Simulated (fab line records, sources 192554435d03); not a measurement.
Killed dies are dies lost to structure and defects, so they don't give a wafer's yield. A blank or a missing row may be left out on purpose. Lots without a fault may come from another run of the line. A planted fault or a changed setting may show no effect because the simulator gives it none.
Split-lot experiment | flow n5_finfet | 7 lots, 39 wafers read, on a route of 1938 steps

THE SPLIT
At N5_SD_EPI_N_ETCH_35 (etches SOC in N2/H2, overetch 108 nm, time 486 s), the setting source_w was moved away from the recipe's 3000 W on 12 of the 39 wafers read, by -18.6% to +16.0%. The other wafers ran this setting at the recipe's value.

The reading is taken at the split's own step.

THE READING
rf_vpp_V, in V, at N5_SD_EPI_N_ETCH_35 (etches SOC in N2/H2, overetch 108 nm, time 486 s). Fault-free wafers of this fab line usually give 240.7 V, standard deviation 1.5 V.

wafer  | tool, chamber at the split | source_w as run, W | against the recipe | rf_vpp_V, V | against lot-mates on the recipe
L075.1 | rie_diel-01, 1             | 3000               | recipe             | 239.1       | -
L075.3 | rie_diel-01, 3             | 3000               | recipe             | 239.3       | -
L075.4 | rie_diel-01, 0             | 3000               | recipe             | 240.9       | -
L082.1 | rie_diel-03, 0             | 2528               | -15.7%             | 255.3       | +14.1
L082.2 | rie_diel-03, 3             | 3000               | recipe             | 238.9       | -
L082.3 | rie_diel-03, 2             | 3000               | recipe             | 242.9       | -
L082.4 | rie_diel-03, 1             | 3000               | recipe             | 241.7       | -
L082.5 | rie_diel-03, 1             | 2528               | -15.7%             | 253.3       | +12.1
L082.6 | rie_diel-03, 2             | 2528               | -15.7%             | 256.6       | +15.4
L086.1 | rie_diel-04, 0             | 3000               | recipe             | 238.7       | -
L086.2 | rie_diel-04, 2             | 2443               | -18.6%             | 260.5       | +19.0
L086.3 | rie_diel-04, 3             | 3000               | recipe             | 244.3       | -
L086.4 | rie_diel-04, 1             | 2443               | -18.6%             | 262.1       | +20.6
L086.5 | rie_diel-04, 2             | 2443               | -18.6%             | 259.9       | +18.4
L086.6 | rie_diel-04, 1             | 3000               | recipe             | 241.4       | -
L087.1 | rie_diel-01, 0             | 3000               | recipe             | 239.6       | -
L087.2 | rie_diel-01, 2             | 3000               | recipe             | 239.7       | -
L087.3 | rie_diel-01, 3             | 3000               | recipe             | 239.1       | -
L087.4 | rie_diel-01, 1             | 3000               | recipe             | 241.1       | -
L087.5 | rie_diel-01, 3             | 3000               | recipe             | 238.9       | -
L087.6 | rie_diel-01, 0             | 3000               | recipe             | 238.8       | -
L090.1 | rie_diel-04, 0             | 3479               | +16.0%             | 228.4       | -13.2
L090.2 | rie_diel-04, 2             | 3000               | recipe             | 242.2       | -
L090.3 | rie_diel-04, 3             | 3479               | +16.0%             | 230.8       | -10.8
L090.4 | rie_diel-04, 1             | 3479               | +16.0%             | 231.2       | -10.4
L090.5 | rie_diel-04, 0             | 3000               | recipe             | 240.3       | -
L090.6 | rie_diel-04, 3             | 3000               | recipe             | 242.3       | -
L091.1 | rie_diel-04, 3             | 3000               | recipe             | 242.2       | -
L091.2 | rie_diel-04, 2             | 3000               | recipe             | 241.5       | -
L091.3 | rie_diel-04, 0             | 3000               | recipe             | 240.1       | -
L091.4 | rie_diel-04, 3             | 3000               | recipe             | 242.7       | -
L091.5 | rie_diel-04, 0             | 3000               | recipe             | 238.2       | -
L091.6 | rie_diel-04, 2             | 3000               | recipe             | 240.3       | -
L095.1 | rie_diel-04, 2             | 3000               | recipe             | 241.2       | -
L095.2 | rie_diel-04, 3             | 3000               | recipe             | 242.9       | -
L095.3 | rie_diel-04, 0             | 3432               | +14.4%             | 227.2       | -14.8
L095.4 | rie_diel-04, 0             | 3432               | +14.4%             | 228.3       | -13.7
L095.5 | rie_diel-04, 3             | 3000               | recipe             | 241.9       | -
L095.6 | rie_diel-04, 2             | 3432               | +14.4%             | 232.1       | -9.9

THE FIT
A straight line over all 39 wafers: rf_vpp_V changes by -0.883 V for each +1% of source_w; r = -0.97; the points scatter about the line by 2.1 V.
The same after taking each lot's own level away (the mean of its wafers on the recipe; 39 wafers): -0.895 V for each +1%; r = -0.98; scatter 1.7 V.
On that fit, the largest move of source_w shifts the reading by 17 V.
The lots' own levels span 239.53 to 242.00 V, that is 1.6 times the standard deviation above.
So the lot-to-lot level changes the slope little: the two slopes agree.
Check: with one of the wafers moved furthest among these (-18.6%) left out of the fit, the line predicts +16.7 V for it against its lot-mates. It came out at +19 V against them.
Tool readings at the split's step, against how far the setting was moved: rf_vpp_V r = -0.97.

OTHER SPLITS ON THESE WAFERS
These wafers also went through other splits before the reading. Each is held against what the fit with the lots' levels taken away leaves over:
other split on the same wafers      | wafers away from the commonest value | r with rf_vpp_V (lot level and that fit taken away)
N5_ZERO_LAYER_PECVD_02 target_thk_a | 15                                   | -0.16
N5_FIN_SAQP_HM_DEP_03 target_thk_a  | 12                                   | -0.28
N5_FIN_SAQP_FIN_ETCH_36 bias_w      | 12                                   | -0.10

THE WHOLE CHAIN: every reading that the file lists as answering this split, in the file's order
step                | what it does                                     | reading                                                                           | change (the file's fit)               | r (the file's)
N5_SD_EPI_N_ETCH_35 | etches SOC in N2/H2, overetch 108 nm, time 486 s | rf_vpp_V                                                                          | -0.897 V for each +1% of the setting  | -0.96
N5_SD_EPI_N_ETCH_35 | etches SOC in N2/H2, overetch 108 nm, time 486 s | SiARC_of_SD_EPI_N_COAT_33.thk_nm (the simulator's own value, which no gauge read) | -0.128 nm for each +1% of the setting | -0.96
N5_SD_EPI_N_ETCH_35 | etches SOC in N2/H2, overetch 108 nm, time 486 s | SD_EPI_N.cd_nm (the simulator's own value, which no gauge read)                   | +0.191 nm for each +1% of the setting | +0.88

THE FILE'S OWN FIT
rf_vpp_V changes by -0.897 V for each +1% of source_w, r = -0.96.
